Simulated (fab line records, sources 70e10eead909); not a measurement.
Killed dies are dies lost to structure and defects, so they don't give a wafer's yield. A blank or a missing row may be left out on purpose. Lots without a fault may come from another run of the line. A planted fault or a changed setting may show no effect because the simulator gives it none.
fab line records | flow nand_harc
record lots=6 wafers=18 last_day=34
route steps=1302 shown A_CONTACT@1063 END@1302
lots that met no fault: from a run of the same line without faults
start_h: hours from the record's first day to the start of the lot's first wafer shown | wait_h: hours since the lot's step before | " the same as in the row above | L1.1+2: a row that stands for several wafers | - no value, or no start given | * or withheld: withheld | < > ~ a bound
route shown NAME@n: a module of which the file shows steps, and the number in the route of the first | usual: mean/standard deviation of fault-free wafers | same: alike in all rows | chamber/n: place in a boat | sites: the reading at each site | _std_site: their standard deviation | _edge_site: outer sites' mean less inner sites' | radius_mm: how far each site lies from the wafer's centre | mask NAME#n: copy n | behind: the tool/chamber that last shaped the wafer | hold: why the lot was held/for how many hours/how that ended | device: the transistor (n, p or np) that didn't switch | end of line: the same wafers' tests at the end of the route | a step without rows: its recipe alone | killed: dies lost to structure and defects at the first sort, not the wafer's yield | map: a wafer's dies, x killed, . not, _ none there
set.NAME: the setting as run; set.NAME@STEP: as run at that earlier step | model.NAME: the simulator's own value behind a step, which no gauge read
lots at some steps of the route; a table a step, a row a wafer
services: from which hour (start_h, from the record's first day; less than 0 if before it) a tool's chamber was out of use, for how many hours, and why
## steps
# step NHARC_A_CONTACT_ETCH_106
# recipe target_depth_a=900 overetch_a=90 time_s=49.5 ion_energy_ev=100 cf4_flow_sccm=80 o2_flow_sccm=20 ar_flow_sccm=0 rf_w=300 bias_w=100 chemistry=CF4/O2
# usual drypump_motor_current_A=5.84/0.29 oes_product_au=1.000/0.011 rf_vpp_V=198.1/1.4 showerhead_plenum_p_Torr=1.35/0.055 throttle_valve_pct=13.397/0.0093
# columns lot.wafer tool chamber start_h wait_h drypump_motor_current_A oes_product_au rf_hours_counter_h rf_vpp_V showerhead_plenum_p_Torr throttle_valve_pct
L546.3 rie_diel-01 0 521.88 0.0 5.41 1.002 45 198.9 1.44 13.407
L546.4 " 3 " " 5.66 0.984 41 198.0 1.28 13.407
L546.6 " 0 " " 5.39 1.002 - 199.5 1.44 13.400
L547.1 rie_diel-08 2 529.07 0.1 5.56 0.980 54 195.1 1.30 13.403
L547.3 " 0 " " 5.36 0.993 46 197.0 1.35 13.402
L547.5 " 2 " " 5.59 0.988 - 197.1 1.30 13.388
L560.2 rie_diel-01 0 665.41 0.1 5.44 0.993 29 199.3 1.43 13.383
L560.4 " 2 " " 6.18 1.012 30 200.4 1.44 13.401
L560.5 " 1 " " 5.91 0.996 - 198.2 1.33 13.407
L562.2 rie_diel-01 1 669.36 0.1 5.88 1.007 31 196.6 1.33 13.395
L562.1 " 2 " " 6.19 1.024 31 198.6 1.44 13.405
L562.5 " 3 " " 5.66 0.989 - 196.7 1.27 13.373
L564.2 rie_diel-04 0 686.38 0.1 6.41 1.001 18 197.5 1.33 13.386
L564.5 " 1 " " 6.10 1.002 - 198.0 1.34 13.377
L564.6 " 2 " " 6.01 0.989 - 198.9 1.40 13.399
L565.1 rie_diel-08 1 742.94 0.1 5.58 0.989 5 198.4 1.36 13.407
L565.2 " 3 " " 5.82 1.012 4 198.3 1.29 13.416
L565.5 " 3 " " 5.84 1.018 - 197.1 1.29 13.404
# step NHARC_A_CONTACT_STRIP_82
# recipe o2_flow_sccm=500 ar_flow_sccm=0 bias_w=0 chemistry=O2
# usual drypump_motor_current_A=5.9/0.3 oes_product_au=1.002/0.0099 rf_vpp_V=57.8/0.9 showerhead_plenum_p_Torr=3.57/0.14 throttle_valve_pct=17.038/0.009
# columns lot.wafer tool chamber start_h wait_h drypump_motor_current_A oes_product_au rf_hours_counter_h rf_vpp_V showerhead_plenum_p_Torr throttle_valve_pct
L546.3 rie_diel-01 2 - - 6.2 1.018 41 56.5 3.29 17.028
L546.4 " 1 " " 5.9 1.001 47 58.3 3.55 17.026
L546.6 " 3 " " 5.7 0.997 - 57.8 3.40 17.044
L547.1 rie_diel-08 1 - - 5.6 1.001 49 56.5 3.63 17.038
L547.3 " 2 " " 5.6 0.989 54 57.3 3.44 17.042
L547.5 " 0 " " 5.4 1.009 - 57.0 3.56 17.037
L560.4 rie_diel-01 2 - - 6.2 1.015 30 59.6 3.79 17.032
L560.2 " 3 " " 5.7 0.983 32 55.9 3.38 17.046
L560.5 " 1 " " 5.9 1.005 - 59.4 3.53 17.045
L562.1 rie_diel-01 0 - - 5.4 0.998 33 58.7 3.76 17.038
L562.2 " 2 " " 6.2 1.020 32 57.2 3.79 17.039
L562.5 " 1 " " 5.9 1.006 - 58.4 3.53 17.022
L564.2 rie_diel-04 2 - - 6.0 0.989 24 57.3 3.69 17.050
L564.5 " 2 " " 6.0 0.996 - 55.5 3.69 17.036
L564.6 " 3 " " 6.0 0.994 - 56.8 3.68 17.038
L565.2 rie_diel-08 0 - - 5.4 1.011 4 58.4 3.52 17.030
L565.1 " 1 " " 5.6 0.994 5 56.8 3.59 17.032
L565.5 " 1 " " 5.6 0.983 - 58.4 3.59 17.032
# step NHARC_A_CONTACT_STRIP_83
# recipe time_s=600 temp_c=30 chemistry=post_etch_residue_remover
# step NHARC_A_CONTACT_DEP_84
# recipe target_thk_a=28000 temp_c=400 material=aC
# usual throttle_valve_pct=35.000/0.0092
# columns lot.wafer tool chamber start_h wait_h throttle_valve_pct
L546.3 acl_dep-01 0 526.05 - 34.992
L546.4 " 0 " " 35.008
L546.6 " 0 " " 35.015
L547.1 acl_dep-03 0 529.77 - 34.991
L547.3 " 0 " " 34.986
L547.5 " 0 " " 34.994
L560.2 acl_dep-01 0 674.07 - 34.983
L560.4 " 0 " " 34.996
L560.5 " 0 " " 34.998
L562.1 acl_dep-02 0 675.83 - 35.003
L562.2 " 0 " " 34.988
L562.5 " 0 " " 35.005
L564.2 acl_dep-02 0 688.05 - 35.008
L564.5 " 0 " " 35.004
L564.6 " 0 " " 34.994
L565.1 acl_dep-01 0 743.96 - 35.004
L565.2 " 0 " " 34.998
L565.5 " 0 " " 35.007
# step NHARC_A_CONTACT_DEP_85
# recipe target_thk_a=600 target_thk_nm=60 temp_c=400 pressure_torr=3.5 flow_sccm=200 rf_w=350 material=SiON
# usual heater_power_w=717/130
# columns lot.wafer tool chamber start_h wait_h heater_power_w
L546.3 pecvd-04 0 527.22 0.9 879
L546.6 " 1 " " 895
L546.4 " 2 " " 588
L547.1 pecvd-04 2 531.51 1.5 522
L547.3 " 0 " " 924
L547.5 " 0 " " 927
L560.2 pecvd-03 0 675.55 1.2 665
L560.5 " 0 " " 552
L560.4 " 1 " " 813
L562.2 pecvd-03 2 677.61 1.2 573
L562.1 " 0 " " 616
L562.5 " 1 " " 777
L564.2 pecvd-04 2 689.49 1.2 647
L564.6 " 0 " " 863
L564.5 " 1 " " 967
L565.1 pecvd-03 0 745.71 1.5 575
L565.2 " 2 " " 606
L565.5 " 1 " " 883
# step NHARC_A_CONTACT_DEHYDRATE_00
# recipe temp_c=150 time_s=120
# step NHARC_A_CONTACT_HMDS_01
# recipe time_s=30
# step NHARC_A_CONTACT_COAT_86
# recipe temp_c=260 time_s=75
# step NHARC_A_CONTACT_COAT_87
# recipe temp_c=225 time_s=65
# step NHARC_A_CONTACT_COAT_02
# recipe spin_rpm=1500 resist_thk_nm=90
# step NHARC_A_CONTACT_SOFTBAKE_03
# recipe temp_c=105 time_s=55
# step NHARC_A_CONTACT_EBR_04
# step NHARC_A_CONTACT_EXPOSE_05
# recipe na=1.35 sigma_outer=0.8 dose_mj=84.24 mask_id=A_CC
# usual exposure_dose_mJ_cm2=84.7/0.69
# columns lot.wafer tool chamber start_h wait_h mask exposure_dose_mJ_cm2
L546.3 arfi_scanner-03 0 527.68 - A_CC#0 84.1
L546.4 " 0 " " A_CC#0 84.1
L546.6 " 0 " " A_CC#0 84.2
L547.1 arfi_scanner-03 0 532.09 - A_CC#0 84.1
L547.3 " 0 " " A_CC#0 84.0
L547.5 " 0 " " A_CC#0 84.2
L560.2 arfi_scanner-02 0 676.12 - A_CC#0 70.0
L560.4 " 0 " " A_CC#0 70.1
L560.5 " 0 " " A_CC#0 70.0
L562.1 arfi_scanner-02 0 678.03 - A_CC#0 72.9
L562.2 " 0 " " A_CC#0 72.9
L562.5 " 0 " " A_CC#0 73.0
L564.2 arfi_scanner-01 0 690.08 - A_CC#0 85.7
L564.5 " 0 " " A_CC#0 85.8
L564.6 " 0 " " A_CC#0 85.7
L565.1 arfi_scanner-03 0 746.29 - A_CC#0 84.4
L565.2 " 0 " " A_CC#0 84.1
L565.5 " 0 " " A_CC#0 84.2
# step NHARC_A_CONTACT_PEB_06
# recipe peb_temp_c=100 peb_time_s=65
# step NHARC_A_CONTACT_DEVELOP_07
# recipe develop_time_s=35 dev_temp_c=23
# step NHARC_A_CONTACT_CD_MEAS_08
# recipe target_cd_nm=200 landing_energy_ev=500
# usual cd_nm=199.9/0.64
# columns lot.wafer tool chamber start_h wait_h hold cd_nm
L546.3 cd_sem-02 0 527.82 - - 200.1
L546.4 " 0 " " - 200.3
L546.6 " 0 " " - 200.4
L547.1 cd_sem-03 0 532.23 - - 199.7
L547.3 " 0 " " - 199.4
L547.5 " 0 " " - 199.1
L560.2 cd_sem-02 0 676.26 - await_dispo/0.2h/release 187.8
L560.4 " 0 " " await_dispo/0.2h/release 188.3
L560.5 " 0 " " await_dispo/0.2h/release 187.9
L560.2 cd_sem-02 0 - - - 188.7
L560.4 " 0 " " - 188.5
L560.5 " 0 " " - 188.0
L562.1 cd_sem-03 0 678.17 - await_dispo/0.2h/release 190.2
L562.2 " 0 " " await_dispo/0.2h/release 191.3
L562.5 " 0 " " await_dispo/0.2h/release 190.5
L562.1 cd_sem-03 0 - - - 190.2
L562.2 " 0 " " - 191.3
L562.5 " 0 " " - 190.8
L564.2 cd_sem-03 0 690.22 - - 199.4
L564.5 " 0 " " - 199.4
L564.6 " 0 " " - 199.4
L565.1 cd_sem-01 0 746.43 - - 200.5
L565.2 " 0 " " - 199.7
L565.5 " 0 " " - 200.2
# step NHARC_A_CONTACT_OVL_MEAS_09
# usual overlay_x_nm=0.1/0.92 overlay_y_nm=0.1/0.96
# columns lot.wafer tool chamber start_h wait_h hold overlay_x_nm overlay_y_nm
L546.3 overlay-02 - 527.90 - - 0.4 0.1
L546.4 " - " " - 0.6 0.8
L546.6 " - " " - 0.8 1.3
L547.1 overlay-01 - 532.31 - - -1.6 -1.4
L547.3 " - " " - -1.2 -1.5
L547.5 " - " " - -1.5 -1.0
L560.2 overlay-02 - 683.13 - await_dispo/6.6h/release 0.8 0.1
L560.4 " - " " await_dispo/6.6h/release 1.0 -0.5
L560.5 " - " " await_dispo/6.6h/release 1.7 0.1
L562.1 overlay-02 - 686.47 - await_dispo/8.0h/release -0.1 -0.8
L562.2 " - " " await_dispo/8.0h/release -1.0 -0.5
L562.5 " - " " await_dispo/8.0h/release -0.5 0.0
L564.2 overlay-02 - 690.30 - - 0.6 2.9
L564.5 " - " " - 1.0 2.5
L564.6 " - " " - 1.5 2.8
L565.1 overlay-01 - 746.52 - - 0.0 -0.3
L565.2 " - " " - 0.5 -0.8
L565.5 " - " " - 0.0 0.1
# step NHARC_END_SORT_01
# recipe temp_c=25
# usual killed_at_array=41/10 killed_at_other=0.8/0.91 killed_at_periphery=4.2/2.9 killed_dies=46/10 killed_open=3.5/2.1 killed_short=2.5/1.6
# same gross_dies=677
# columns lot.wafer tool chamber start_h wait_h killed_at_array killed_at_other killed_at_periphery killed_dies killed_open killed_short
L560.2 prober-02 0 741.67 2.8 64 1 2 67 4 5
L560.4 prober-02 0 743.31 3.5 62 0 5 67 2 2
L560.5 prober-02 0 744.12 3.8 49 1 3 53 4 4
L562.1 prober-01 0 744.10 2.5 44 0 5 49 3 7
L562.2 prober-01 0 744.90 2.8 58 0 5 63 4 5
L562.5 prober-01 0 747.31 3.7 52 0 3 55 6 3
# killed by level:class
L560.2 A_CHANNEL_HOLE_D1:chamber_film_flake=18 A_SLIT:chamber_film_flake=12 A_CHANNEL_HOLE_D2:chamber_film_flake=10 A_CONTACT:chamber_film_flake=7 A_STAIRCASE:chamber_film_flake=5 A_SOURCE_PLATE:geometric_particle:short=2 A_BONDPAD:chamber_film_flake=2 P_CONTACT:geometric_particle:open=1
L560.4 A_CHANNEL_HOLE_D1:chamber_film_flake=22 A_SLIT:chamber_film_flake=14 A_CHANNEL_HOLE_D2:chamber_film_flake=11 A_CONTACT:chamber_film_flake=5 A_STAIRCASE:chamber_film_flake=4 P_GATE:chamber_film_flake=3 A_ZERO_WELL:chamber_film_flake=2 P_CONTACT:geometric_particle:short=1
L562.1 A_CHANNEL_HOLE_D1:chamber_film_flake=14 A_SLIT:chamber_film_flake=10 A_CONTACT:chamber_film_flake=5 A_CHANNEL_FILL_D2:geometric_particle:short=3 P_ZERO_WELL:chamber_film_flake=3 A_CHANNEL_HOLE_D2:chamber_film_flake=3 P_M2:chamber_film_flake=2 A_SOURCE_PLATE:geometric_particle:short=1
L560.5 A_CHANNEL_HOLE_D1:chamber_film_flake=16 A_SLIT:chamber_film_flake=15 A_CHANNEL_HOLE_D2:chamber_film_flake=3 A_CHANNEL_FILL_D1:geometric_particle:short=2 P_GATE:chamber_film_flake=2 A_CONTACT:chamber_film_flake=2 A_BONDPAD:chamber_film_flake=2 A_ONON_D1:geometric_particle:open=1
L562.2 A_CHANNEL_HOLE_D1:chamber_film_flake=19 A_SLIT:chamber_film_flake=12 A_CHANNEL_HOLE_D2:chamber_film_flake=7 A_CONTACT:chamber_film_flake=5 A_STAIRCASE:chamber_film_flake=4 A_DECK1_JOINT:geometric_particle:short=2 A_ONON_D2:geometric_particle:open=2 P_ZERO_WELL:chamber_film_flake=2
L562.5 A_CHANNEL_HOLE_D1:chamber_film_flake=15 A_SLIT:chamber_film_flake=15 A_CHANNEL_HOLE_D2:chamber_film_flake=4 A_CONTACT:chamber_film_flake=4 A_CHANNEL_FILL_D2:geometric_particle:open=2 A_M1:geometric_particle:open=2 P_ZERO_WELL:chamber_film_flake=2 A_ONON_D1:geometric_particle:short=1
## services
# columns tool chamber start_h hours kind
rie_diel-08 - 498.61 5.7 repair
rie_diel-04 3 502.59 2.6 repair
pecvd-04 - 511.54 0.3 repair
rie_diel-04 - 531.99 9.0 pm
arfi_scanner-03 - 540.00 4.0 pm
arfi_scanner-03 - 545.40 0.6 repair
pecvd-03 - 547.14 13.0 pm
rie_diel-08 - 548.91 9.0 pm
acl_dep-01 - 548.98 13.0 pm
rie_diel-01 - 557.90 9.0 pm
rie_diel-04 1 562.54 2.9 repair
rie_diel-01 - 591.56 0.6 repair
pecvd-04 2 599.65 8.6 repair
pecvd-03 - 607.19 0.6 repair
pecvd-04 - 631.14 13.0 pm
rie_diel-01 3 694.14 21.7 repair
rie_diel-01 0 704.05 3.3 repair
arfi_scanner-03 - 712.00 4.0 pm
rie_diel-01 0 714.89 28.9 repair
rie_diel-08 - 725.94 9.0 pm
pecvd-03 - 728.14 13.0 pm
acl_dep-01 - 730.96 13.0 pm
rie_diel-01 - 734.92 9.0 pm
rie_diel-08 2 741.91 6.8 repair
## key
first_sign step=NHARC_A_CONTACT_EXPOSE_05 reading=exposure_dose_mJ_cm2 direction=down sigmas=19 usual=84.7 struck=71.5
effect step=NHARC_A_CONTACT_CD_MEAS_08 reading=visit direction=added through=control_loop
effect step=NHARC_A_CONTACT_CD_MEAS_08 reading=cd_nm direction=down sigmas=16 usual=199.9 struck=189.3 through=control_loop
met_at NHARC_A_CONTACT_EXPOSE_05
struck_wafers L560.2,L560.4,L560.5,L562.1,L562.2,L562.5
tester_left_out L560,L562
loop_trim step=NHARC_A_CONTACT_EXPOSE_05 setting=dose lots=L562
fault kind=process_parameter_drift tool=arfi_scanner-02 chamber=- onset_h=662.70 steps=NHARC_A_CONTACT_EXPOSE_05 channel=dose_mj offset=-14.055 shape=step acts_in=these_recipes_only stated=84.24
# tester_left_out: of these lots the tester's yield and bins aren't shown, on N5 and GAA mostly nor the transistor test; their killed dies are dies lost to structure and defects alone, not to doping, threshold or leakage, so they don't give the yield
# loop_trim: a control loop set the setting to another value than it would have without faults
